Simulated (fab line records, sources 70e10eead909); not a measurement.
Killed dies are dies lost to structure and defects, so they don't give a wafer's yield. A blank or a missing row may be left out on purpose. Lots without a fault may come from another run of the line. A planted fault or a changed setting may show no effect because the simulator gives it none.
fab line records | flow nand_harc
record lots=24 wafers=72 last_day=34
route steps=1302 shown A_CONTACT@1019
lots that met no fault: from a run of the same line without faults
start_h: hours from the record's first day to the start of the lot's first wafer shown | wait_h: hours since the lot's step before | " the same as in the row above | L1.1+2: a row that stands for several wafers | - no value, or no start given | * or withheld: withheld | < > ~ a bound
route shown NAME@n: a module of which the file shows steps, and the number in the route of the first | usual: mean/standard deviation of fault-free wafers | same: alike in all rows | chamber/n: place in a boat | sites: the reading at each site | _std_site: their standard deviation | _edge_site: outer sites' mean less inner sites' | radius_mm: how far each site lies from the wafer's centre | mask NAME#n: copy n | behind: the tool/chamber that last shaped the wafer | hold: why the lot was held/for how many hours/how that ended | device: the transistor (n, p or np) that didn't switch | end of line: the same wafers' tests at the end of the route | a step without rows: its recipe alone | killed: dies lost to structure and defects at the first sort, not the wafer's yield | map: a wafer's dies, x killed, . not, _ none there
set.NAME: the setting as run; set.NAME@STEP: as run at that earlier step | model.NAME: the simulator's own value behind a step, which no gauge read
steps of the route over a sample of lots; a table a step, a row a wafer
services: from which hour (start_h, from the record's first day; less than 0 if before it) a tool's chamber was out of use, for how many hours, and why
## steps
# step NHARC_A_CONTACT_ETCH_96
# recipe target_depth_a=200 over_etch_frac=0.5 time_s=10 ion_energy_ev=250 c4f6_flow_sccm=25 o2_flow_sccm=20 ar_flow_sccm=500 rf_w=600 bias_w=500 chemistry=C4F6/O2
# usual c4f6_flow_sccm=24.99/0.083 drypump_motor_current_A=5.8/0.44 oes_product_au=0.975/0.026 rf_vpp_V=547.3/2.6 showerhead_plenum_p_Torr=3.96/0.12 throttle_valve_pct=26.904/0.0088
# same time_s=10
# columns lot.wafer tool chamber start_h wait_h c4f6_flow_sccm drypump_motor_current_A oes_product_au rf_hours_counter_h rf_vpp_V showerhead_plenum_p_Torr throttle_valve_pct
L074.2 rie_diel-03 0 - - 24.97 5.3 0.947 3 545.6 3.96 26.905
L074.3 " 1 " " 25.05 6.1 0.943 4 549.5 4.08 26.889
L074.5 " 1 " " 25.03 6.2 0.934 - 550.0 4.08 26.904
L075.4 rie_diel-11 1 - - 24.79 5.8 0.966 21 543.6 3.78 26.898
L075.1 " 3 " " 24.99 5.7 0.975 22 548.6 4.04 26.909
L075.2 " 0 " " 24.97 5.3 0.975 25 541.1 3.67 26.917
L077.2 rie_diel-03 1 - - 24.95 6.2 1.005 7 550.7 4.08 26.903
L077.1 " 3 " " 25.08 6.6 1.002 6 548.2 4.05 26.900
L077.5 " 1 " " 25.04 6.1 1.000 - 550.2 4.08 26.901
L076.4 rie_diel-11 3 - - 25.09 5.7 1.005 26 550.1 4.04 26.914
L076.5 " 1 " " 25.05 5.8 1.002 - 542.1 3.78 26.904
L076.6 " 2 " " 25.03 5.8 0.997 - 550.8 4.21 26.906
L078.3 rie_diel-03 0 - - 25.08 5.3 1.001 7 547.5 3.96 26.901
L078.1 " 1 " " 25.02 6.2 0.999 8 549.7 4.08 26.901
L078.5 " 0 " " 24.91 5.2 1.000 - 546.4 3.96 26.917
L079.3 rie_diel-03 1 - - 25.08 6.2 0.995 9 549.6 4.07 26.920
L079.1 " 3 " " 25.07 6.6 0.993 9 548.9 4.05 26.918
L079.5 " 2 " " 25.05 5.9 1.015 - 544.2 3.83 26.910
L080.2 rie_diel-03 2 - - 25.13 5.9 1.011 15 544.9 3.83 26.912
L080.5 " 0 " " 25.03 5.3 0.999 - 548.2 3.95 26.895
L080.6 " 1 " " 25.01 6.2 1.006 - 550.8 4.07 26.905
L081.1 rie_diel-03 3 - - 24.94 6.5 0.973 14 549.3 4.04 26.900
L081.4 " 1 " " 25.05 6.2 0.972 14 549.3 4.07 26.914
L081.6 " 2 " " 24.98 5.9 0.982 - 544.3 3.83 26.926
L082.2 rie_diel-11 3 - - 24.90 5.7 0.947 47 550.2 4.03 26.909
L082.1 " 0 " " 25.02 5.4 0.945 54 540.8 3.65 26.911
L082.5 " 3 " " 24.85 5.7 0.945 - 547.8 4.03 26.904
L084.4 rie_diel-03 0 - - 24.95 5.3 0.996 15 546.3 3.95 26.901
L084.2 " 1 " " 24.96 6.1 0.947 17 550.9 4.07 26.915
L084.6 " 2 " " 24.87 5.9 0.959 - 545.1 3.82 26.904
L083.4 rie_diel-03 0 - - 24.96 5.3 0.942 16 548.0 3.95 26.895
L083.3 " 2 " " 25.09 5.9 0.952 18 544.6 3.82 26.898
L083.6 " 3 " " 25.01 6.5 0.946 - 549.4 4.04 26.904
L085.4 rie_diel-03 2 - - 25.01 5.9 0.966 21 544.9 3.82 26.892
L085.3 " 3 " " 25.19 6.5 0.941 21 548.4 4.04 26.917
L085.6 " 2 " " 25.03 5.9 0.966 - 544.3 3.82 26.902
L086.1 rie_diel-03 0 - - 25.01 5.3 1.002 19 547.3 3.95 26.913
L086.3 " 1 " " 24.92 6.2 1.006 20 549.0 4.07 26.906
L086.5 " 2 " " 25.12 5.9 1.012 - 545.0 3.82 26.928
L087.2 rie_diel-04 2 - - 25.04 6.0 0.941 22 546.5 3.96 26.905
L087.1 " 0 " " 25.14 5.6 0.956 26 548.4 4.01 26.894
L087.5 " 3 " " 24.98 5.0 0.945 - 542.8 3.82 26.906
L089.4 rie_diel-03 1 - - 24.99 6.2 0.979 26 550.4 4.06 26.902
L089.3 " 2 " " 25.11 5.9 0.964 27 545.0 3.82 26.902
L089.1 " 3 " " 24.88 6.6 0.957 27 548.5 4.03 26.904
L088.4 rie_diel-04 3 - - 25.01 4.9 0.963 35 544.2 3.81 26.904
L088.2 " 1 " " 24.93 5.7 0.968 36 548.2 3.98 26.881
L088.6 " 2 " " 25.01 6.0 0.944 - 548.1 3.96 26.895
L091.2 rie_diel-03 0 - - 25.01 5.3 1.010 1 547.4 3.94 26.901
L091.4 " 1 " " 24.96 6.1 1.012 1 550.7 4.06 26.890
L091.3 " 2 " " 25.01 5.9 1.017 1 544.6 3.82 26.896
L090.1 rie_diel-04 3 - - 24.96 5.0 0.951 43 544.9 3.80 26.887
L090.3 " 1 " " 25.05 5.7 0.955 48 547.7 3.97 26.890
L090.6 " 2 " " 25.07 6.0 0.948 - 547.9 3.95 26.900
L095.3 rie_diel-03 3 - - 25.01 6.5 0.992 5 548.5 4.03 26.905
L095.1 " 0 " " 25.15 5.3 1.000 4 544.7 3.94 26.890
L095.2 " 2 " " 24.85 5.9 1.011 5 544.3 3.82 26.885
L092.4 rie_diel-03 0 - - 25.04 5.3 0.994 5 546.8 3.94 26.922
L092.3 " 1 " " 25.18 6.1 1.000 4 548.4 4.06 26.900
L092.6 " 1 " " 25.03 6.1 1.002 - 550.1 4.06 26.911
L093.3 rie_diel-04 0 - - 25.02 5.6 0.951 54 549.2 4.00 26.907
L093.1 " 2 " " 25.03 6.0 0.963 44 546.4 3.95 26.906
L093.5 " 0 " " 25.08 5.6 0.950 - 548.8 4.00 26.906
L094.2 rie_diel-04 0 - - 25.06 5.6 0.960 62 548.2 3.99 26.914
L094.5 " 0 " " 24.99 5.6 0.970 - 547.2 3.99 26.913
L094.6 " 1 " " 24.97 5.7 0.953 - 547.0 3.97 26.900
L096.2 rie_diel-03 1 - - 24.84 6.2 0.996 13 549.7 4.06 26.894
L096.6 " 1 " " 24.92 6.1 1.003 - 549.4 4.06 26.901
L096.5 " 2 " " 25.03 5.9 1.007 - 544.7 3.81 26.916
L097.3 rie_diel-03 1 - - 24.95 6.1 0.946 13 549.2 4.06 26.907
L097.2 " 2 " " 24.99 5.9 0.948 14 544.6 3.81 26.904
L097.6 " 0 " " 25.01 5.3 0.949 - 545.7 3.94 26.914
# step NHARC_A_CONTACT_STRIP_55
# recipe o2_flow_sccm=500 ar_flow_sccm=0 bias_w=0 chemistry=O2
# usual drypump_motor_current_A=5.8/0.43 oes_product_au=1.002/0.0075 rf_vpp_V=57.9/0.88 showerhead_plenum_p_Torr=3.57/0.12 throttle_valve_pct=17.037/0.0089
# columns lot.wafer tool chamber start_h wait_h drypump_motor_current_A oes_product_au rf_hours_counter_h rf_vpp_V showerhead_plenum_p_Torr throttle_valve_pct
L074.3 rie_diel-03 3 - - 6.5 0.995 4 58.4 3.64 17.037
L074.2 " 0 " " 5.3 0.999 3 59.4 3.56 17.039
L074.5 " 1 " " 6.1 0.996 - 58.2 3.67 17.056
L075.1 rie_diel-03 2 - - 5.9 1.019 7 60.4 3.44 17.027
L075.2 " 0 " " 5.3 0.991 6 58.4 3.56 17.048
L075.4 " 1 " " 6.2 1.010 7 57.8 3.67 17.041
L077.1 rie_diel-03 2 - - 5.9 1.012 8 56.9 3.44 17.023
L077.2 " 3 " " 6.5 0.994 7 58.9 3.64 17.026
L077.5 " 2 " " 5.9 1.009 - 58.5 3.44 17.045
L076.4 rie_diel-03 1 - - 6.2 1.001 8 57.9 3.67 17.030
L076.6 " 3 " " 6.5 0.987 - 56.6 3.64 17.028
L076.5 " 0 " " 5.3 0.995 - 57.8 3.56 17.042
L078.1 rie_diel-03 0 - - 5.3 0.990 7 56.8 3.56 17.033
L078.3 " 1 " " 6.2 0.993 8 57.7 3.67 17.038
L078.5 " 0 " " 5.3 0.985 - 57.0 3.56 17.048
L079.3 rie_diel-03 3 - - 6.6 0.998 10 57.6 3.64 17.034
L079.1 " 0 " " 5.3 0.995 9 57.9 3.56 17.038
L079.5 " 3 " " 6.5 0.995 - 56.3 3.64 17.044
L080.2 rie_diel-04 1 - - 5.7 1.007 7 57.5 3.60 17.040
L080.6 " 0 " " 5.6 1.000 - 60.0 3.62 17.036
L080.5 " 1 " " 5.7 1.000 - 58.7 3.60 17.030
L081.4 rie_diel-03 0 - - 5.3 0.999 13 57.6 3.55 17.045
L081.1 " 2 " " 5.9 1.008 15 57.6 3.44 17.039
L081.6 " 3 " " 6.6 1.000 - 57.9 3.64 17.036
L082.1 rie_diel-11 1 - - 5.8 1.013 47 57.3 3.38 17.025
L082.2 " 3 " " 5.7 1.007 47 58.9 3.62 17.048
L082.5 " 0 " " 5.3 1.002 - 57.8 3.28 17.034
L084.2 rie_diel-03 1 - - 6.2 1.002 17 57.6 3.66 17.045
L084.4 " 2 " " 5.9 1.008 18 56.3 3.44 17.027
L084.6 " 1 " " 6.2 1.009 - 57.8 3.66 17.046
L083.4 rie_diel-03 1 - - 6.1 1.003 17 58.7 3.66 17.038
L083.3 " 0 " " 5.3 1.008 16 57.3 3.55 17.042
L083.6 " 1 " " 6.2 1.006 - 56.3 3.66 17.055
L085.3 rie_diel-03 0 - - 5.3 1.002 19 57.1 3.55 17.042
L085.4 " 2 " " 5.9 1.009 21 57.8 3.44 17.042
L085.6 " 1 " " 6.1 1.003 - 56.8 3.66 17.026
L086.3 rie_diel-03 1 - - 6.2 1.012 21 58.3 3.66 17.026
L086.1 " 3 " " 6.5 0.994 21 59.0 3.63 17.039
L086.5 " 2 " " 5.9 1.021 - 56.9 3.44 17.046
L087.1 rie_diel-03 2 - - 5.9 1.004 23 57.6 3.43 17.027
L087.2 " 3 " " 6.5 1.000 23 58.0 3.63 17.032
L087.5 " 1 " " 6.1 0.999 - 57.7 3.66 17.045
L089.3 rie_diel-04 2 - - 6.0 0.995 31 56.7 3.56 17.021
L089.4 " 3 " " 4.9 1.005 34 57.0 3.42 17.033
L089.1 " 0 " " 5.6 1.003 39 58.8 3.60 17.034
L088.2 rie_diel-11 1 - - 5.8 1.009 4 56.1 3.38 17.017
L088.4 " 2 " " 5.8 1.002 4 57.0 3.78 17.037
L088.6 " 3 " " 5.7 1.003 - 57.7 3.62 17.042
L091.3 rie_diel-03 1 - - 6.1 1.000 1 59.0 3.66 17.021
L091.2 " 2 " " 5.9 1.004 1 56.9 3.43 17.036
L091.4 " 0 " " 5.3 0.987 1 58.4 3.55 17.058
L090.3 rie_diel-11 3 - - 5.7 0.992 15 57.3 3.61 17.047
L090.1 " 2 " " 5.8 1.002 13 59.1 3.77 17.041
L090.6 " 3 " " 5.7 0.999 - 57.8 3.61 17.039
L095.3 rie_diel-04 3 - - 5.0 1.008 46 57.9 3.42 17.046
L095.1 " 0 " " 5.6 1.007 53 58.1 3.60 17.028
L095.2 " 1 " " 5.7 1.013 51 58.2 3.57 17.047
L092.4 rie_diel-11 2 - - 5.8 0.999 20 58.8 3.77 17.039
L092.3 " 0 " " 5.4 0.990 16 59.4 3.80 17.037
L092.6 " 1 " " 5.8 1.004 - 55.8 3.37 17.029
L093.3 rie_diel-11 0 - - 5.4 1.005 16 57.9 3.80 17.029
L093.1 " 1 " " 5.7 1.008 18 58.2 3.37 17.032
L093.5 " 0 " " 5.3 0.998 - 59.7 3.80 17.019
L094.2 rie_diel-04 2 - - 6.0 0.998 51 59.2 3.55 17.035
L094.5 " 3 " " 5.0 1.013 - 56.4 3.41 17.034
L094.6 " 0 " " 5.6 1.004 - 58.0 3.59 17.029
L096.2 rie_diel-03 3 - - 6.5 1.005 13 59.4 3.62 17.039
L096.5 " 0 " " 5.3 1.003 - 57.9 3.54 17.037
L096.6 " 1 " " 6.1 1.006 - 58.7 3.65 17.045
L097.2 rie_diel-03 1 - - 6.2 1.005 13 57.0 3.65 17.032
L097.3 " 2 " " 5.9 1.009 14 57.5 3.43 17.043
L097.6 " 1 " " 6.2 1.003 - 58.1 3.65 17.035
# step NHARC_A_CONTACT_OVL_MEAS_70
# usual overlay_x_nm=0.0/0.71 overlay_y_nm=0.0/0.69
# columns lot.wafer tool chamber start_h wait_h overlay_x_nm overlay_y_nm
L074.2 overlay-01 - 500.68 - 0.3 -0.5
L074.3 " - " " 0.5 -0.7
L074.5 " - " " 0.4 -0.6
L075.1 overlay-02 - 520.32 - -0.7 0.4
L075.2 " - " " -0.9 0.8
L075.4 " - " " -0.7 0.8
L077.1 overlay-01 - 520.49 - -0.3 -0.5
L077.2 " - " " -0.5 -0.2
L077.5 " - " " -0.9 -0.1
L076.4 overlay-02 - 533.97 - -0.9 0.4
L076.5 " - " " -0.7 0.9
L076.6 " - " " -0.3 0.9
L078.1 overlay-02 - 537.04 - 1.3 -0.3
L078.3 " - " " 1.9 0.0
L078.5 " - " " 1.5 -0.7
L079.1 overlay-01 - 540.36 - -0.1 0.4
L079.3 " - " " -0.4 0.6
L079.5 " - " " -0.5 0.7
L080.2 overlay-02 - 566.67 - 0.8 -1.1
L080.5 " - " " 0.1 -0.4
L080.6 " - " " 0.7 -0.4
L081.1 overlay-02 - 574.40 - 0.6 0.8
L081.4 " - " " 1.0 0.7
L081.6 " - " " 0.4 1.4
L082.1 overlay-01 - 590.95 - 0.3 -0.3
L082.2 " - " " 0.4 -0.2
L082.5 " - " " 0.5 -0.3
L084.2 overlay-01 - 594.12 - -0.6 0.1
L084.4 " - " " -0.5 0.3
L084.6 " - " " -0.4 0.4
L083.3 overlay-02 - 595.73 - 1.0 -0.7
L083.4 " - " " 0.7 -0.5
L083.6 " - " " 1.0 -0.7
L085.3 overlay-02 - 609.38 - -0.2 -0.4
L085.4 " - " " 0.0 -0.4
L085.6 " - " " -0.2 -0.1
L086.1 overlay-01 - 610.58 - 0.1 0.3
L086.3 " - " " 0.8 0.8
L086.5 " - " " 0.8 0.4
L087.1 overlay-01 - 619.24 - -0.3 0.0
L087.2 " - " " -0.6 0.1
L087.5 " - " " -0.8 0.1
L089.1 overlay-02 - 640.64 - 0.3 1.1
L089.3 " - " " 0.2 1.7
L089.4 " - " " 0.4 1.9
L088.2 overlay-01 - 642.15 - 1.3 -1.1
L088.4 " - " " 0.8 -1.2
L088.6 " - " " 1.2 -1.1
L091.2 overlay-02 - 656.82 - 0.1 0.5
L091.3 " - " " 0.1 0.3
L091.4 " - " " -0.4 0.2
L090.1 overlay-02 - 672.36 - -0.4 1.2
L090.3 " - " " 0.4 0.9
L090.6 " - " " 0.1 1.0
L095.1 overlay-02 - 690.86 - -0.3 -0.1
L095.2 " - " " -0.3 0.4
L095.3 " - " " -0.4 0.1
L092.3 overlay-01 - 692.26 - 0.2 -1.4
L092.4 " - " " 0.3 -0.4
L092.6 " - " " 0.6 -1.0
L093.1 overlay-01 - 693.53 - 0.0 -0.4
L093.3 " - " " 0.2 -0.9
L093.5 " - " " 0.5 0.0
L094.2 overlay-01 - 707.94 - -1.0 0.2
L094.5 " - " " -1.0 -0.1
L094.6 " - " " -0.4 0.1
L096.2 overlay-02 - 737.17 - -0.9 0.9
L096.5 " - " " -0.5 0.9
L096.6 " - " " -0.7 0.8
L097.2 overlay-02 - 739.51 - -0.6 -0.2
L097.3 " - " " -0.5 -0.4
L097.6 " - " " -0.9 -0.8
# step NHARC_A_CONTACT_ETCH_75
# recipe target_depth_a=390 over_etch_frac=0.3 time_s=65 ion_energy_ev=80 cf4_flow_sccm=150 ar_flow_sccm=0 rf_w=300 bias_w=100 chemistry=CF4
# usual drypump_motor_current_A=5.8/0.42 oes_product_au=1.001/0.0072 rf_vpp_V=151.5/1.3 showerhead_plenum_p_Torr=1.79/0.061 throttle_valve_pct=13.284/0.0088
# same time_s=65
# columns lot.wafer tool chamber start_h wait_h drypump_motor_current_A oes_product_au rf_hours_counter_h rf_vpp_V showerhead_plenum_p_Torr throttle_valve_pct
L074.2 rie_diel-03 2 500.87 0.1 5.9 0.998 5 149.0 1.73 13.290
L074.3 " 3 " " 6.5 1.005 4 150.7 1.83 13.284
L074.5 " 1 " " 6.1 1.007 - 152.3 1.84 13.272
L075.1 rie_diel-04 0 520.52 0.1 5.6 1.000 52 151.3 1.82 13.274
L075.2 " 3 " " 5.0 0.994 53 149.6 1.73 13.273
L075.4 " 3 " " 5.0 1.008 - 151.6 1.73 13.290
L077.2 rie_diel-11 1 520.67 0.1 5.7 0.997 23 148.7 1.70 13.287
L077.1 " 0 " " 5.3 1.002 27 151.0 1.65 13.295
L077.5 " 2 " " 5.8 0.987 - 152.6 1.90 13.278
L076.4 rie_diel-03 1 534.17 0.1 6.1 1.009 9 154.0 1.84 13.281
L076.5 " 3 " " 6.5 0.998 - 152.1 1.82 13.298
L076.6 " 0 " " 5.3 1.000 - 150.8 1.78 13.294
L078.1 rie_diel-03 1 537.23 0.1 6.1 1.002 9 152.2 1.84 13.293
L078.3 " 2 " " 5.9 1.002 11 151.4 1.72 13.291
L078.5 " 1 " " 6.1 1.005 - 153.0 1.84 13.291
L079.1 rie_diel-03 3 540.56 0.1 6.5 1.002 12 151.8 1.82 13.281
L079.3 " 0 " " 5.3 0.992 10 151.0 1.78 13.284
L079.5 " 2 " " 5.9 1.014 - 151.4 1.73 13.267
L080.2 rie_diel-11 0 566.86 0.1 5.3 1.005 47 149.8 1.65 13.270
L080.5 " 2 " " 5.8 0.998 - 154.1 1.90 13.285
L080.6 " 3 " " 5.7 1.011 - 153.6 1.82 13.297
L081.1 rie_diel-11 3 574.61 0.1 5.7 1.005 44 150.9 1.82 13.290
L081.4 " 0 " " 5.3 0.999 51 149.2 1.64 13.294
L081.6 " 1 " " 5.8 1.009 - 151.5 1.70 13.283
L082.1 rie_diel-11 3 591.21 0.1 5.7 1.008 49 152.0 1.82 13.283
L082.2 " 1 " " 5.8 1.010 51 149.8 1.70 13.282
L082.5 " 3 " " 5.7 1.013 - 152.2 1.82 13.286
L084.2 rie_diel-03 1 594.30 0.1 6.2 0.999 17 152.5 1.84 13.287
L084.4 " 0 " " 5.3 0.995 16 150.7 1.78 13.277
L084.6 " 1 " " 6.1 1.011 - 151.8 1.84 13.280
L083.3 rie_diel-11 3 595.97 0.1 5.7 1.000 51 151.3 1.82 13.296
L083.6 " 2 " " 5.8 0.994 - 153.3 1.90 13.300
L083.4 " 0 " " 5.3 0.995 - 149.1 1.64 13.272
L085.4 rie_diel-04 2 609.58 0.1 6.0 0.991 21 152.6 1.79 13.294
L085.3 " 0 " " 5.6 0.997 25 151.1 1.81 13.288
L085.6 " 2 " " 6.0 1.000 - 151.9 1.79 13.292
L086.3 rie_diel-03 0 610.76 0.1 5.3 1.008 20 151.9 1.78 13.286
L086.1 " 2 " " 5.9 1.001 22 153.0 1.72 13.282
L086.5 " 0 " " 5.3 1.007 - 149.7 1.78 13.288
L087.2 rie_diel-03 0 619.43 0.1 5.3 0.997 21 151.9 1.78 13.276
L087.1 " 3 " " 6.5 0.994 23 152.3 1.82 13.284
L087.5 " 1 " " 6.1 1.008 - 151.5 1.83 13.285
L089.3 rie_diel-04 3 640.83 0.1 5.0 0.993 35 150.0 1.72 13.292
L089.4 " 0 " " 5.6 0.995 40 150.6 1.81 13.287
L089.1 " 1 " " 5.7 0.992 37 150.7 1.79 13.275
L088.4 rie_diel-04 0 642.34 0.1 5.6 0.993 41 154.0 1.81 13.269
L088.2 " 1 " " 5.7 0.997 38 150.6 1.79 13.276
L088.6 " 2 " " 6.0 0.998 - 152.9 1.78 13.273
L091.2 rie_diel-03 3 657.00 0.1 6.5 0.988 1 152.5 1.82 13.283
L091.4 " 0 " " 5.3 0.998 1 150.6 1.78 13.298
L091.3 " 1 " " 6.1 1.008 1 151.0 1.83 13.281
L090.1 rie_diel-03 1 672.55 0.1 6.1 1.009 3 152.3 1.83 13.274
L090.3 " 2 " " 5.9 1.018 3 150.6 1.72 13.275
L090.6 " 3 " " 6.5 0.999 - 151.1 1.82 13.301
L095.1 rie_diel-03 0 691.05 0.1 5.3 0.992 5 149.6 1.78 13.278
L095.2 " 1 " " 6.1 1.007 4 153.5 1.83 13.285
L095.3 " 2 " " 5.9 1.002 6 150.0 1.72 13.278
L092.3 rie_diel-03 1 692.45 0.1 6.1 0.991 6 151.6 1.83 13.283
L092.4 " 3 " " 6.4 0.999 7 151.8 1.82 13.274
L092.6 " 0 " " 5.3 0.995 - 151.9 1.78 13.295
L093.1 rie_diel-04 3 693.72 0.1 5.0 1.002 50 150.0 1.71 13.271
L093.3 " 0 " " 5.6 1.011 59 151.4 1.80 13.280
L093.5 " 2 " " 6.0 0.995 - 152.1 1.78 13.291
L094.2 rie_diel-03 1 708.14 0.1 6.1 1.001 9 150.8 1.83 13.284
L094.6 " 3 " " 6.5 1.008 - 151.2 1.82 13.269
L094.5 " 0 " " 5.3 1.001 - 153.2 1.78 13.274
L096.2 rie_diel-11 1 737.36 0.1 5.8 1.005 38 149.7 1.68 13.282
L096.5 " 0 " " 5.3 1.008 - 151.5 1.90 13.299
L096.6 " 1 " " 5.8 1.007 - 150.1 1.68 13.299
L097.3 rie_diel-04 1 739.70 0.1 5.7 0.988 8 150.3 1.79 13.277
L097.2 " 2 " " 5.9 0.982 7 152.1 1.78 13.286
L097.6 " 1 " " 5.7 0.988 - 151.2 1.79 13.282
# step NHARC_A_CONTACT_ETCH_126
# recipe source_w=withheld pressure_mtorr=20 bias_v=3000 time_s=197 target_depth_a=19180 ar_flow_sccm=withheld c4f8_flow_sccm=withheld o2_flow_sccm=withheld chemistry=C4F8/O2/Ar
# same time_s=197
# columns lot.wafer tool chamber start_h wait_h rf_hours_counter_h
L074.2 har_cap_etch-03 0 502.69 0.1 44
L074.3 " 1 " " -
L074.5 " 1 " " -
L077.2 har_cap_etch-03 0 522.51 0.1 48
L077.1 " 1 " " 48
L077.5 " 0 " " -
L075.2 har_cap_etch-02 0 522.65 0.1 89
L075.1 " 1 " " 89
L075.4 " 1 " " -
L076.4 har_cap_etch-02 1 536.11 0.1 -
L076.6 " 1 " " -
L076.5 " 0 " " -
L078.1 har_cap_etch-03 0 539.10 0.1 54
L078.3 " 0 " " -
L078.5 " 1 " " -
L079.1 har_cap_etch-01 0 542.82 0.1 4
L079.3 " 0 " " -
L079.5 " 0 " " -
L080.2 har_cap_etch-01 1 568.71 0.1 7
L080.6 " 0 " " -
L080.5 " 1 " " -
L081.1 har_cap_etch-03 0 576.56 0.1 59
L081.4 " 1 " " -
L081.6 " 1 " " -
L082.1 har_cap_etch-01 0 593.05 0.1 11
L082.2 " 1 " " 11
L082.5 " 1 " " -
L084.2 har_cap_etch-03 0 596.17 0.1 63
L084.4 " 0 " " -
L084.6 " 0 " " -
L083.4 har_cap_etch-02 1 598.23 0.1 -
L083.3 " 0 " " -
L083.6 " 1 " " -
L085.3 har_cap_etch-02 1 611.62 0.2 -
L085.4 " 0 " " -
L085.6 " 1 " " -
L086.1 har_cap_etch-01 1 612.60 0.1 17
L086.3 " 0 " " -
L086.5 " 0 " " -
L087.2 har_cap_etch-03 0 621.26 0.1 69
L087.1 " 1 " " 69
L087.5 " 1 " " -
L089.1 har_cap_etch-03 0 642.66 0.1 73
L089.4 " 0 " " -
L089.3 " 1 " " -
L088.2 har_cap_etch-02 0 644.19 0.1 113
L088.4 " 1 " " -
L088.6 " 0 " " -
L091.2 har_cap_etch-03 1 658.86 0.1 77
L091.4 " 0 " " -
L091.3 " 1 " " -
L090.1 har_cap_etch-03 1 674.40 0.1 78
L090.3 " 1 " " -
L090.6 " 0 " " -
L095.2 har_cap_etch-02 0 692.87 0.1 119
L095.1 " 1 " " 119
L095.3 " 0 " " -
L092.3 har_cap_etch-01 1 694.74 0.1 -
L092.4 " 0 " " -
L092.6 " 1 " " -
L093.1 har_cap_etch-03 0 695.54 0.1 82
L093.3 " 1 " " -
L093.5 " 1 " " -
L094.2 har_cap_etch-02 1 709.99 0.1 123
L094.5 " 0 " " -
L094.6 " 1 " " -
L096.2 har_cap_etch-03 0 739.41 0.1 89
L096.6 " 1 " " -
L096.5 " 0 " " -
L097.2 har_cap_etch-01 0 741.67 0.1 39
L097.3 " 1 " " -
L097.6 " 0 " " -
# step NHARC_A_CONTACT_CD_MEAS_80
# usual cd_nm=289.6/0.76
# columns lot.wafer tool chamber start_h wait_h cd_nm
L074.2 cd_sem-03 - 504.94 - 290.0
L074.3 " - " " 290.4
L074.5 " - " " 290.2
L077.1 cd_sem-02 - 524.75 - 289.0
L077.2 " - " " 289.3
L077.5 " - " " 289.0
L075.1 cd_sem-03 - 524.89 - 290.0
L075.2 " - " " 289.8
L075.4 " - " " 289.9
L076.4 cd_sem-03 - 538.62 - 289.7
L076.5 " - " " 289.9
L076.6 " - " " 289.9
L078.1 cd_sem-03 - 541.70 - 289.5
L078.3 " - " " 289.7
L078.5 " - " " 289.2
L079.1 cd_sem-01 - 545.06 - 289.6
L079.3 " - " " 289.9
L079.5 " - " " 290.0
L080.2 cd_sem-02 - 570.93 - 289.3
L080.5 " - " " 289.2
L080.6 " - " " 288.9
L081.1 cd_sem-02 - 578.77 - 290.0
L081.4 " - " " 289.9
L081.6 " - " " 290.2
L082.1 cd_sem-03 - 595.41 - 287.7
L082.2 " - " " 288.3
L082.5 " - " " 288.4
L084.2 cd_sem-03 - 598.42 - 288.4
L084.4 " - " " 288.8
L084.6 " - " " 288.7
L083.3 cd_sem-03 - 600.45 - 290.4
L083.4 " - " " 290.3
L083.6 " - " " 290.7
L085.3 cd_sem-02 - 614.35 - 289.2
L085.4 " - " " 289.2
L085.6 " - " " 289.7
L086.1 cd_sem-02 - 614.85 - 288.9
L086.3 " - " " 289.9
L086.5 " - " " 289.9
L087.1 cd_sem-01 - 623.51 - 290.0
L087.2 " - " " 289.6
L087.5 " - " " 289.9
L089.1 cd_sem-03 - 644.89 - 289.7
L089.3 " - " " 289.9
L089.4 " - " " 289.8
L088.2 cd_sem-03 - 646.40 - 290.4
L088.4 " - " " 290.1
L088.6 " - " " 290.3
L091.2 cd_sem-01 - 661.08 - 288.5
L091.3 " - " " 288.9
L091.4 " - " " 288.8
L090.1 cd_sem-03 - 676.60 - 290.5
L090.3 " - " " 291.0
L090.6 " - " " 290.9
L095.1 cd_sem-01 - 695.10 - 289.5
L095.2 " - " " 289.6
L095.3 " - " " 289.5
L092.3 cd_sem-03 - 696.93 - 291.1
L092.4 " - " " 290.5
L092.6 " - " " 290.2
L093.1 cd_sem-01 - 697.78 - 289.7
L093.3 " - " " 289.5
L093.5 " - " " 289.4
L094.2 cd_sem-03 - 712.21 - 290.6
L094.5 " - " " 290.4
L094.6 " - " " 290.5
L096.2 cd_sem-01 - 741.62 - 288.5
L096.5 " - " " 288.7
L096.6 " - " " 288.2
L097.2 cd_sem-03 - 743.89 - 288.3
L097.3 " - " " 288.0
L097.6 " - " " 288.1
## services
# columns tool chamber start_h hours kind
rie_diel-11 3 472.03 2.5 repair
rie_diel-11 2 475.80 1.7 repair
rie_diel-11 1 479.93 1.9 repair
rie_diel-03 0 492.42 - clean
rie_diel-03 1 492.42 - clean
rie_diel-03 2 492.42 - clean
rie_diel-03 3 492.42 - clean
har_cap_etch-01 - 497.00 17.0 pm
rie_diel-11 2 499.34 4.3 repair
rie_diel-03 0 516.92 - clean
rie_diel-03 1 516.92 - clean
har_cap_etch-02 - 521.66 0.2 repair
har_cap_etch-01 - 531.32 0.4 repair
rie_diel-04 - 531.90 9.0 pm
har_cap_etch-01 - 536.09 5.5 repair
rie_diel-03 0 583.13 5.1 repair
rie_diel-11 1 593.13 14.8 repair
rie_diel-11 - 612.05 9.0 pm
rie_diel-11 3 632.52 1.7 repair
rie_diel-03 - 635.30 9.0 pm
rie_diel-04 - 708.90 9.0 pm
rie_diel-11 2 714.40 3.5 repair
rie_diel-03 0 718.40 1.2 repair
har_cap_etch-02 - 719.74 0.1 repair
## key
fault none
